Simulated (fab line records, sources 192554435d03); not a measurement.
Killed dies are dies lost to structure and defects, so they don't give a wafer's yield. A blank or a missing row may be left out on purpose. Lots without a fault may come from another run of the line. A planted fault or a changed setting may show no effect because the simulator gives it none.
Chamber matching | flow n5_finfet | N5_BEOL_M4_DEP_57 on pecvd-03: 3 sister chambers
The step deposits SiCN from 3MS/NH3, target thk 8 nm, time 14 s. 6 wafers are shown with their chamber, then 11 later ones without.

WAFERS WITH THEIR CHAMBER
wafer  | chamber | showerhead_plenum_p_Torr (Torr) | showerhead_vpp_V (V)
L089.2 | 1       | 3.670                           | 844
L089.4 | 0       | 3.650                           | 830
L090.3 | 0       | 3.654                           | 823
L090.4 | 2       | 3.666                           | 834
L090.6 | 1       | 3.659                           | 827
L091.1 | 2       | 3.665                           | 850

WAFERS WITHOUT THEIR CHAMBER
wafer  | showerhead_plenum_p_Torr (Torr) | showerhead_vpp_V (V)
L091.3 | 3.649                           | 823
L091.4 | 3.662                           | 853
L092.2 | 3.661                           | 853
L092.4 | 3.663                           | 855
L092.6 | 3.656                           | 818
L096.2 | 3.651                           | 826
L096.3 | 3.664                           | 858
L096.4 | 3.662                           | 836
L094.1 | 3.653                           | 854
L094.4 | 3.661                           | 839
L094.6 | 3.653                           | 831

WHICH CHAMBER EACH WENT THROUGH
wafer  | from the rows above          | in truth
L091.3 | 0                            | 0
L091.4 | can't be placed: 2 or 1      | 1
L092.2 | can't be placed: 2 or 1 or 0 | 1
L092.4 | can't be placed: 2 or 1      | 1
L092.6 | can't be placed: 0 or 1 or 2 | 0
L096.2 | 0                            | 0
L096.3 | can't be placed: 2 or 1      | 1
L096.4 | can't be placed: 1 or 2 or 0 | 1
L094.1 | can't be placed: 0 or 2 or 1 | 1
L094.4 | can't be placed: 1 or 2 or 0 | 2
L094.6 | can't be placed: 0 or 1      | 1
Placed correctly: 2 of 11. Can't be placed from these rows: 9 (the true chamber is among the candidates in 9). Placed wrongly: 0.
How it was worked out, from the rows above alone: a wafer's distance from a chamber is the root of the sum, over the readings, of the square of ((its reading less the chamber's mean) divided by the reading's scatter). The wafer belongs to the nearest chamber; if the next one is less than 2 further off, it can't be placed. A chamber's mean is the mean of its shown wafers. The scatter: the root of (the sum of the squares of (reading less its chamber's mean) over the shown wafers, divided by (wafers less chambers)).
